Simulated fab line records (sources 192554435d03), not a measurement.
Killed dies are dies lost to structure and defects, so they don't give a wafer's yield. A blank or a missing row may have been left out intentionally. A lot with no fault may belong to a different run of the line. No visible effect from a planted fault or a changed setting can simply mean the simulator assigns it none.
fab line records	flow n5-finfet	part 1 of 2: steps 1 to 13 of 22
record: lots: 5	wafers: 15	last-day: 17
route steps=1938 shown BEOL_M0_SAQP@666
lots that met no fault: taken from a fault-free run of the same line
start-h: hours from the record's first day to the start of the lot's first wafer shown	wait-h: hours elapsed since this lot's preceding step	" repeats the value in the row above	L1.1+2: a single row standing in for several wafers	- value missing, or start not given	* or withheld: withheld	< > ~ a bound
route shown NAME@n: a module of which the file shows steps, and the number in the route of the first	usual: the fault-free wafers' mean and standard deviation	same: alike in all rows	chamber/n: place in a boat	sites: readings site by site	_std_site: their standard deviation	_edge_site: mean of outer sites minus mean of inner sites	radius-mm: for every site, how far away it sits from the centre of the wafer	mask NAME#n: copy n	behind: the last tool/chamber to shape the wafer	hold: why the lot was held/for how many hours/how that ended	device: the transistor (n, p or np) that didn't switch	end of line: at the end of the route, the tests of the same wafers	a step without rows: its recipe alone	killed: dies that structure and defects cost at the first sort, which is not the same as the wafer's yield	map: a wafer's dies, x killed, . not, _ none there
set.NAME: setting as actually run; set.NAME@STEP: the setting as run at that earlier step	model.NAME: the simulator's own value behind a step, which no gauge read
lots at selected steps of the route; one table per step, one row per wafer
services: from which hour (start-h, from the record's first day; less than 0 if before it) a tool's chamber was out of use, for how many hours, and why
== steps ==
step: N5_BEOL_M0_SAQP_CD_MEAS_25
recipe: target-cd-nm: 13.1	landing-energy-ev: 1000	detector: se-inlens
usual: cd-nm: 12.76/0.22
lot.wafer	tool	chamber	start-h	wait-h	cd-nm
L075.2	cd-sem-02	0	117.22	0.1	12.88
L075.5	"	0	"	"	12.78
L075.6	"	0	"	"	12.43
L077.2	cd-sem-01	0	125.76	0.1	12.43
L077.4	"	0	"	"	12.72
L077.5	"	0	"	"	12.88
L084.1	cd-sem-02	0	170.63	0.1	12.51
L084.4	"	0	"	"	12.74
L084.6	"	0	"	"	12.68
L093.1	cd-sem-02	0	231.39	0.1	12.89
L093.2	"	0	"	"	12.05
L093.5	"	0	"	"	13.20
L095.1	cd-sem-02	0	239.73	0.1	12.83
L095.3	"	0	"	"	12.72
L095.5	"	0	"	"	12.39
step: N5_BEOL_M0_SAQP_ETCH_101
recipe: chemistry: CH3F/O2	target: SiNx	mask-material: SiO2	target-depth-a: 299	time-s: 42.7	pressure-mtorr: 30	source-w: 395	bias-w: 73	Ar_flow_sccm: 150	CH3F_flow_sccm: 30	O2_flow_sccm: 20	ion-energy-ev: 120
usual: CH3F_flow_sccm: 29.99/0.087	bias-w: 73.03/0.21	drypump-motor-current-A: 5.7/0.4	oes-product-au: 0.83/0.088	rf-fwd-power-W: 392.6/1.3	rf-vpp-V: 298/3.2	showerhead-plenum-p-Torr: 2.02/0.048	throttle-valve-pct: 16.32/0.19
lot.wafer	tool	chamber	start-h	wait-h	CH3F_flow_sccm	bias-w	drypump-motor-current-A	oes-product-au	rf-fwd-power-W	rf-hours-counter-h	rf-vpp-V	showerhead-plenum-p-Torr	throttle-valve-pct
L075.2	rie-diel-02	3	117.25	0.0	29.97	73.20	5.2	0.72	390.2	153	302	2.09	16.56
L075.5	"	0	"	"	30.01	72.92	5.4	0.68	393.1	-	296	1.88	16.35
L075.6	"	1	"	"	30.04	72.96	4.9	0.69	392.3	-	296	2.05	16.40
L077.2	rie-diel-04	2	125.80	0.0	29.94	73.35	6.4	0.90	392.3	33	301	2.05	16.36
L077.4	"	0	"	"	29.92	72.70	5.9	0.78	394.0	-	294	2.02	16.21
L077.5	"	2	"	"	30.15	73.47	6.4	0.91	394.2	-	300	2.05	16.34
L084.1	rie-diel-05	2	170.67	0.0	30.05	73.21	5.5	0.90	393.5	34	297	2.03	16.15
L084.4	"	1	"	"	29.86	73.26	5.6	0.76	393.6	148	294	2.01	16.35
L084.6	"	2	"	"	30.16	73.01	5.5	0.90	391.8	-	295	2.03	16.16
L093.1	rie-diel-04	0	231.43	0.0	29.96	72.90	5.9	0.76	393.0	153	293	2.01	16.28
L093.2	"	2	"	"	30.05	73.51	6.4	0.85	394.0	63	301	2.04	16.42
L093.5	"	1	"	"	30.07	72.96	5.4	0.90	394.3	-	300	1.95	16.06
L095.1	rie-diel-04	3	239.77	0.0	29.87	73.13	5.7	0.85	392.7	54	303	2.04	16.45
L095.3	"	0	"	"	30.06	73.01	5.9	0.76	392.3	155	295	2.01	16.30
L095.5	"	1	"	"	29.92	73.11	5.4	0.90	392.5	-	300	1.94	16.09
step: N5_BEOL_M0_SAQP_ETCH_102
recipe: chemistry: CF4	target: SiO2	target-depth-a: 40	ion-energy-ev: 350	time-s: 4.4	pressure-mtorr: 10	icp-w: 800	bias-w: 400	cf4-flow-sccm: 80
usual: bias-w: 400.1/1.1	drypump-motor-current-A: 5.6/0.44	oes-product-au: 0.989/0.017	rf-fwd-power-W: 791/3.8	throttle-valve-pct: 21.7/0.31
lot.wafer	tool	chamber	start-h	wait-h	bias-w	drypump-motor-current-A	oes-product-au	rf-fwd-power-W	rf-hours-counter-h	throttle-valve-pct
L075.2	rie-si-03	3	117.36	0.1	399.6	6.1	1.005	786	1	21.6
L075.5	"	2	"	"	400.7	5.8	0.995	788	-	21.3
L075.6	"	1	"	"	402.3	6.6	0.983	797	-	21.8
L077.2	rie-si-05	0	125.91	0.1	400.8	5.1	0.994	794	50	21.6
L077.4	"	3	"	"	400.9	5.2	1.014	788	94	21.9
L077.5	"	1	"	"	400.3	5.7	0.994	786	-	21.7
L084.1	rie-si-05	0	170.78	0.1	399.6	5.1	0.992	790	51	21.5
L084.4	"	3	"	"	398.9	5.2	1.011	792	95	21.9
L084.6	"	2	"	"	398.6	6.3	0.977	788	-	21.2
L093.1	rie-si-02	2	231.53	0.1	399.9	4.9	0.961	793	165	21.4
L093.2	"	0	"	"	400.5	5.7	0.976	789	85	21.8
L093.5	"	1	"	"	400.2	5.4	0.978	794	-	22.2
L095.1	rie-si-02	2	239.88	0.1	399.3	4.9	0.958	791	165	21.4
L095.3	"	3	"	"	399.9	5.5	1.010	790	178	22.0
L095.5	"	2	"	"	400.4	4.9	0.951	791	-	21.4
step: N5_BEOL_M0_SAQP_MANDREL_ETCH_103
recipe: chemistry: HBr/Cl2	target: a-Si	target-depth-a: 450	bt-time-s: 10	stop-on: SiCN	mask-material: SiO2	over-etch-frac: 0.8	time-s: 27	pressure-mtorr: 10	icp-w: 800	bias-w: 75	HBr_flow_sccm: 150	Cl2_flow_sccm: 80	ends: end-point
usual: bias-w: 74.98/0.24	drypump-motor-current-A: 5.6/0.44	oes-product-au: 0.681/0.0098	rf-fwd-power-W: 795.0/2.7	throttle-valve-pct: 35.3/0.39
lot.wafer	tool	chamber	start-h	wait-h	bias-w	drypump-motor-current-A	oes-product-au	rf-fwd-power-W	rf-hours-counter-h	throttle-valve-pct
L075.2	rie-si-03	3	117.39	0.0	74.82	6.1	0.691	793.0	1	35.5
L075.5	"	2	"	"	74.86	5.8	0.685	797.0	-	34.8
L075.6	"	1	"	"	75.06	6.5	0.675	797.9	-	35.6
L077.2	rie-si-05	0	125.94	0.0	75.59	5.1	0.677	794.2	50	35.2
L077.4	"	3	"	"	74.96	5.2	0.697	795.0	94	35.3
L077.5	"	1	"	"	75.01	5.8	0.697	792.7	-	35.1
L084.1	rie-si-05	0	170.81	0.0	75.04	5.1	0.689	795.1	51	35.2
L084.4	"	3	"	"	74.95	5.2	0.681	797.2	95	35.3
L084.6	"	2	"	"	75.14	6.3	0.680	795.8	-	34.6
L093.1	rie-si-02	2	231.57	0.0	75.22	4.9	0.669	795.1	165	34.9
L093.2	"	0	"	"	75.05	5.7	0.670	793.5	85	35.2
L093.5	"	1	"	"	75.24	5.4	0.692	794.0	-	36.0
L095.1	rie-si-02	2	239.91	0.0	74.79	5.0	0.664	796.6	165	34.9
L095.3	"	3	"	"	74.90	5.5	0.676	796.3	178	35.6
L095.5	"	2	"	"	74.83	4.9	0.669	797.0	-	34.9
step: N5_BEOL_M0_SAQP_RECESS_104
recipe: chemistry: HF/NH3	target: SiO2	target-depth-a: 180	afs-cycles: 3	temp-c: 30	sublimation-temp-c: 180	sublimation-time-s: 60
usual: drypump-motor-current-A: 5.8/0.5	foreline-p-Torr: 0.1280/0.00044
lot.wafer	tool	chamber	start-h	wait-h	drypump-motor-current-A	foreline-p-Torr
L075.2	vapor-etch-01	1	117.47	0.1	6.2	0.1286
L075.5	"	0	"	"	5.1	0.1281
L075.6	"	1	"	"	6.2	0.1281
L077.2	vapor-etch-01	0	126.02	0.1	5.1	0.1280
L077.4	"	0	"	"	5.1	0.1277
L077.5	"	0	"	"	5.1	0.1280
L084.1	vapor-etch-02	0	170.90	0.1	6.3	0.1275
L084.4	"	1	"	"	5.5	0.1283
L084.6	"	1	"	"	5.5	0.1279
L093.1	vapor-etch-02	1	231.65	0.1	5.5	0.1280
L093.2	"	0	"	"	6.3	0.1282
L093.5	"	1	"	"	5.5	0.1277
L095.1	vapor-etch-02	0	240.20	0.3	6.3	0.1282
L095.3	"	1	"	"	5.5	0.1281
L095.5	"	0	"	"	6.3	0.1283
step: N5_BEOL_M0_SAQP_COAT_105
recipe: resist: SOC	temp-c: 250	time-s: 60	spin-rpm: 1500	resist-thk-nm: 100
usual: chill-plate-temp-C: 23.00/0.091	exhaust-pa: 44.9/0.98
lot.wafer	tool	chamber	start-h	wait-h	chill-plate-temp-C	exhaust-pa
L075.2	litho-track-04	0	117.86	0.3	23.31	45.3
L075.5	"	0	"	"	22.97	44.8
L075.6	"	0	"	"	23.11	43.6
L077.2	litho-track-05	0	126.41	0.3	23.09	46.0
L077.4	"	0	"	"	23.17	44.5
L077.5	"	0	"	"	23.01	45.4
L084.1	litho-track-03	0	171.28	0.3	23.16	46.4
L084.4	"	0	"	"	22.94	45.6
L084.6	"	0	"	"	23.05	45.5
L093.1	litho-track-04	0	232.15	0.3	22.93	46.0
L093.2	"	0	"	"	23.00	45.1
L093.5	"	0	"	"	23.02	46.2
L095.1	litho-track-05	0	240.59	0.3	22.99	45.7
L095.3	"	0	"	"	23.12	44.4
L095.5	"	0	"	"	23.08	44.6
step: N5_BEOL_M0_SAQP_ETCH_106
recipe: chemistry: N2/H2	target: SOC	target-depth-a: 1500	stop-on: SiNx	ion-energy-ev: 100	bias-w: 61	pressure-mtorr: 30	source-w: 850	n2-flow-sccm: 200	h2-flow-sccm: 200
usual: bias-w: 60.99/0.18	drypump-motor-current-A: 5.6/0.42	oes-product-au: 0.80/0.089	rf-fwd-power-W: 843/3.6	rf-vpp-V: 241.0/1.3	showerhead-plenum-p-Torr: 2.57/0.075	throttle-valve-pct: 17.82/0.24
lot.wafer	tool	chamber	start-h	wait-h	bias-w	drypump-motor-current-A	oes-product-au	rf-fwd-power-W	rf-hours-counter-h	rf-vpp-V	showerhead-plenum-p-Torr	throttle-valve-pct
L075.2	rie-diel-04	3	117.92	-	61.40	5.7	0.89	843	18	240.3	2.62	17.94
L075.5	"	2	"	"	60.99	6.4	0.89	847	-	241.8	2.60	17.98
L075.6	"	3	"	"	61.08	5.7	0.90	847	-	242.3	2.62	17.92
L077.2	rie-diel-02	1	126.47	-	60.71	4.9	0.68	839	235	242.2	2.61	17.84
L077.4	"	3	"	"	61.14	5.2	0.70	841	155	242.5	2.66	18.14
L077.5	"	3	"	"	60.93	5.2	0.71	841	-	242.4	2.66	18.13
L084.1	rie-diel-04	0	171.35	-	61.06	5.9	0.76	842	135	240.8	2.54	17.58
L084.4	"	2	"	"	61.09	6.4	0.87	847	44	242.4	2.60	18.02
L084.6	"	1	"	"	61.26	5.4	0.94	839	-	239.3	2.49	17.65
L093.1	rie-diel-02	1	232.24	-	60.94	4.9	0.94	838	7	241.6	2.60	17.45
L093.2	"	2	"	"	60.91	5.6	0.73	848	177	241.7	2.52	17.56
L093.5	"	3	"	"	60.89	5.2	0.70	843	-	243.7	2.65	18.18
L095.1	rie-diel-02	3	240.90	-	60.77	5.1	0.69	842	188	242.1	2.65	18.20
L095.3	"	2	"	"	61.23	5.6	0.73	843	178	240.1	2.52	17.56
L095.5	"	0	"	"	60.95	5.4	0.92	844	-	241.6	2.73	17.62
step: N5_BEOL_M0_SAQP_ETCH_107
recipe: chemistry: CH3F/O2	target: SiNx	target-depth-a: 300	mask-material: SOC	pressure-mtorr: 30	source-w: 395	bias-w: 73	Ar_flow_sccm: 150	CH3F_flow_sccm: 30	O2_flow_sccm: 20	ion-energy-ev: 120
usual: CH3F_flow_sccm: 29.99/0.096	bias-w: 73.08/0.22	drypump-motor-current-A: 5.6/0.42	oes-product-au: 0.81/0.092	rf-fwd-power-W: 390.0/1.7	rf-vpp-V: 298/3.6	showerhead-plenum-p-Torr: 2.02/0.057	throttle-valve-pct: 16.31/0.19
lot.wafer	tool	chamber	start-h	wait-h	CH3F_flow_sccm	bias-w	drypump-motor-current-A	oes-product-au	rf-fwd-power-W	rf-hours-counter-h	rf-vpp-V	showerhead-plenum-p-Torr	throttle-valve-pct
L075.2	rie-diel-04	3	117.98	0.0	30.04	73.08	5.7	0.90	391.4	18	304	2.05	16.35
L075.5	"	2	"	"	30.00	72.71	6.4	0.90	390.7	-	301	2.05	16.36
L075.6	"	3	"	"	29.97	72.58	5.7	0.91	390.2	-	304	2.05	16.36
L077.2	rie-diel-02	1	126.53	0.0	30.12	73.29	4.9	0.69	386.6	235	293	2.05	16.42
L077.4	"	3	"	"	30.10	73.07	5.2	0.72	388.8	155	303	2.09	16.57
L077.5	"	3	"	"	30.04	72.92	5.2	0.72	388.9	-	302	2.09	16.55
L084.1	rie-diel-04	0	171.41	0.0	29.91	73.16	5.9	0.77	390.4	135	294	2.01	16.25
L084.4	"	2	"	"	29.92	72.89	6.4	0.89	391.9	44	302	2.04	16.38
L084.6	"	1	"	"	30.17	72.95	5.3	0.96	389.5	-	301	1.95	16.04
L093.1	rie-diel-02	1	232.30	0.0	30.06	73.05	4.9	0.96	386.4	7	294	2.04	16.00
L093.2	"	2	"	"	30.08	73.18	5.6	0.74	391.1	177	296	1.98	16.18
L093.5	"	3	"	"	29.81	73.01	5.2	0.70	389.5	-	301	2.08	16.63
L095.1	rie-diel-02	3	240.96	0.0	29.98	73.04	5.2	0.71	387.5	188	304	2.08	16.63
L095.3	"	2	"	"	30.12	72.87	5.6	0.73	390.5	178	296	1.98	16.18
L095.5	"	0	"	"	29.94	73.08	5.4	0.93	390.4	-	301	2.12	15.93
step: N5_BEOL_M0_SAQP_STRIP_108
recipe: chemistry: N2/H2	power-w: 500	temp-c: 40	pressure-mtorr: 50	rf-frequency-hz: 6e+07	overash-fraction: 0.3	bias-power-w: 28	h2-frac: 0.5	n2-flow-sccm: 300	h2-flow-sccm: 300
usual: drypump-motor-current-A: 5.6/0.42	oes-product-au: 0.82/0.092	rf-fwd-power-W: 490.5/2.7	rf-vpp-V: 122.0/1	showerhead-plenum-p-Torr: 3.40/0.095	throttle-valve-pct: 19.0/0.4
lot.wafer	tool	chamber	start-h	wait-h	drypump-motor-current-A	oes-product-au	rf-fwd-power-W	rf-hours-counter-h	rf-vpp-V	showerhead-plenum-p-Torr	throttle-valve-pct
L075.2	rie-diel-04	3	118.02	0.0	5.7	0.92	492.5	18	122.2	3.46	19.0
L075.5	"	2	"	"	6.4	0.90	493.4	-	123.1	3.44	19.5
L075.6	"	3	"	"	5.7	0.92	493.8	-	122.5	3.46	19.0
L077.2	rie-diel-02	1	126.57	0.0	4.9	0.70	489.9	235	122.6	3.44	18.8
L077.4	"	3	"	"	5.2	0.73	491.0	155	123.5	3.51	19.4
L077.5	"	3	"	"	5.2	0.73	489.9	-	122.9	3.51	19.4
L084.1	rie-diel-04	0	171.45	0.0	5.9	0.78	493.6	135	122.5	3.35	18.6
L084.4	"	2	"	"	6.4	0.88	494.1	44	122.9	3.43	19.5
L084.6	"	1	"	"	5.4	0.96	486.8	-	121.3	3.30	19.0
L093.1	rie-diel-02	1	232.34	0.0	4.9	0.97	487.9	7	122.4	3.43	18.5
L093.2	"	2	"	"	5.6	0.74	493.4	177	121.7	3.33	18.5
L093.5	"	3	"	"	5.2	0.71	487.8	-	122.2	3.49	19.4
L095.1	rie-diel-02	3	241.00	0.0	5.2	0.70	487.2	188	120.7	3.49	19.4
L095.3	"	2	"	"	5.6	0.74	492.2	178	122.5	3.33	18.5
L095.5	"	0	"	"	5.4	0.93	493.2	-	123.9	3.60	19.0
step: N5_BEOL_M0_SAQP_RECESS_109
recipe: chemistry: HF/NH3	target: SiO2	target-depth-a: 30	afs-cycles: 1	temp-c: 30	sublimation-temp-c: 180	sublimation-time-s: 60
usual: drypump-motor-current-A: 5.7/0.51	foreline-p-Torr: 0.1280/0.00044
lot.wafer	tool	chamber	start-h	wait-h	drypump-motor-current-A	foreline-p-Torr
L075.2	vapor-etch-02	0	118.08	0.0	6.3	0.1280
L075.5	"	1	"	"	5.5	0.1280
L075.6	"	0	"	"	6.3	0.1277
L077.2	vapor-etch-01	0	126.63	0.0	5.1	0.1280
L077.4	"	0	"	"	5.1	0.1281
L077.5	"	0	"	"	5.0	0.1280
L084.1	vapor-etch-01	1	171.51	0.0	6.2	0.1275
L084.4	"	1	"	"	6.2	0.1271
L084.6	"	1	"	"	6.2	0.1283
L093.1	vapor-etch-01	0	232.40	0.0	5.1	0.1282
L093.2	"	1	"	"	6.2	0.1284
L093.5	"	1	"	"	6.2	0.1297
L095.1	vapor-etch-02	1	241.06	0.0	5.5	0.1274
L095.3	"	1	"	"	5.5	0.1280
L095.5	"	0	"	"	6.3	0.1275
step: N5_BEOL_M0_SAQP_SPACER2_ALD_26
recipe: material: SiO2	target-thk-a: 150	temp-c: 300	ald-precursor-family: BDEAS	ald-co-reactant: O2-plasma	pulse-time-s: 1	purge-time-s: 2	co-reactant-purge-time-s: 2	pressure-torr: 2
usual: chamber-pressure-Torr: 2.000/0.0044	heater-power-w: 461/48	precursor-pulse-height-rel: 1.001/0.021
same: purge-time-s: 2
lot.wafer	tool	chamber	start-h	wait-h	chamber-pressure-Torr	heater-power-w	precursor-pulse-height-rel
L075.2	ald-sin-02	0	118.93	0.8	1.990	512	1.030
L075.5	"	0	"	"	1.993	519	1.008
L075.6	"	3	"	"	1.997	419	0.986
L077.2	ald-sin-02	3	127.02	0.3	2.003	406	1.004
L077.4	"	1	"	"	2.003	443	0.974
L077.5	"	3	"	"	1.999	411	1.005
L084.1	ald-sin-02	1	171.65	0.1	1.997	443	1.008
L084.4	"	0	"	"	1.999	508	1.000
L084.6	"	2	"	"	1.999	410	1.007
L093.1	ald-sin-02	2	233.00	0.6	1.998	399	0.988
L093.2	"	1	"	"	1.998	438	1.003
L093.5	"	1	"	"	2.000	439	0.970
L095.1	ald-sin-01	1	241.20	0.1	2.004	467	0.989
L095.3	"	3	"	"	2.004	446	1.047
L095.5	"	2	"	"	2.005	557	1.000
step: N5_BEOL_M0_SAQP_SPACER2_ETCHBACK_27
recipe: chemistry: CHF3/O2	mode: anisotropic-etchback	target: SiO2	target-depth-a: 225	time-s: 11.25	pressure-mtorr: 30	source-w: 650	bias-w: 170	Ar_flow_sccm: 200	CHF3_flow_sccm: 50	O2_flow_sccm: 5	ion-energy-ev: 200
usual: bias-w: 170.0/0.56	drypump-motor-current-A: 5.6/0.38	oes-product-au: 0.83/0.09	rf-fwd-power-W: 645.5/2.7	rf-vpp-V: 525/5.2	showerhead-plenum-p-Torr: 2.44/0.055	throttle-valve-pct: 18.86/0.2
lot.wafer	tool	chamber	start-h	wait-h	bias-w	drypump-motor-current-A	oes-product-au	rf-fwd-power-W	rf-hours-counter-h	rf-vpp-V	showerhead-plenum-p-Torr	throttle-valve-pct
L075.2	rie-diel-04	2	119.48	0.3	169.5	6.4	0.91	648.8	31	530	2.46	18.90
L075.5	"	0	"	"	170.0	5.9	0.80	650.8	-	519	2.44	18.79
L075.6	"	2	"	"	169.4	6.3	0.92	648.4	-	531	2.46	18.92
L077.2	rie-diel-05	2	127.57	0.3	169.8	5.5	0.92	648.9	24	523	2.45	18.71
L077.4	"	0	"	"	170.1	6.2	0.75	637.8	155	528	2.51	19.16
L077.5	"	2	"	"	168.9	5.5	0.92	646.3	-	523	2.45	18.71
L084.1	rie-diel-04	1	172.21	0.3	170.3	5.4	0.96	645.2	7	527	2.36	18.62
L084.4	"	0	"	"	169.8	5.9	0.78	649.1	135	518	2.43	18.81
L084.6	"	0	"	"	169.7	5.9	0.76	647.7	-	519	2.43	18.83
L093.1	rie-diel-02	1	233.58	0.3	170.0	4.9	0.95	640.4	7	519	2.46	18.59
L093.2	"	0	"	"	170.0	5.4	0.93	651.8	16	527	2.55	18.47
L093.5	"	0	"	"	170.1	5.4	0.93	649.0	-	529	2.55	18.48
L095.1	rie-diel-05	1	241.80	0.3	170.2	5.6	0.74	644.0	172	521	2.42	18.93
L095.3	"	0	"	"	170.3	6.2	0.71	642.5	189	529	2.49	19.23
L095.5	"	0	"	"	169.4	6.2	0.73	643.0	-	529	2.50	19.22
step: N5_BEOL_M0_SAQP_MANDREL2_REMOVE_110
recipe: chemistry: HBr/Cl2/O2	bt-time-s: 10	target: a-Si	stop-on: SiCN	endpoint: OES-SiCl	over-etch-frac: 1	icp-w: 600	bias-w: 30	HBr_flow_sccm: 150	Cl2_flow_sccm: 80	O2_flow_sccm: 5	pressure-mtorr: 10
usual: bias-w: 30.00/0.085	drypump-motor-current-A: 5.6/0.44	oes-product-au: 0.999/0.013	rf-fwd-power-W: 597.0/2	throttle-valve-pct: 36.5/0.39
lot.wafer	tool	chamber	start-h	wait-h	bias-w	drypump-motor-current-A	oes-product-au	rf-fwd-power-W	rf-hours-counter-h	throttle-valve-pct
L075.2	rie-si-02	1	119.57	0.1	30.11	5.4	1.018	595.8	130	37.3
L075.5	"	0	"	"	29.94	5.7	0.995	596.8	-	36.4
L075.6	"	3	"	"	30.12	5.5	1.012	598.2	-	36.8
L077.2	rie-si-05	3	127.66	0.1	29.89	5.2	1.003	599.0	94	36.6
L077.4	"	0	"	"	30.01	5.1	1.018	596.9	50	36.4
L077.5	"	3	"	"	30.04	5.2	0.998	597.9	-	36.6
L084.1	rie-si-02	3	172.30	0.1	29.92	5.5	0.996	596.1	176	36.8
L084.4	"	2	"	"	29.91	4.9	0.980	593.2	164	36.2
L084.6	"	3	"	"	29.97	5.5	1.004	595.5	-	36.8
L093.1	rie-si-02	1	233.67	0.1	30.08	5.4	1.006	599.4	132	37.3
L093.2	"	3	"	"	29.86	5.5	1.012	598.9	178	36.8
L093.5	"	2	"	"	30.06	4.9	0.985	597.3	-	36.2
L095.1	rie-si-03	2	241.89	0.1	29.96	5.8	1.013	601.2	74	36.0
L095.3	"	0	"	"	30.07	5.6	0.986	595.5	86	36.9
L095.5	"	2	"	"	29.94	5.8	1.019	596.2	-	36.0
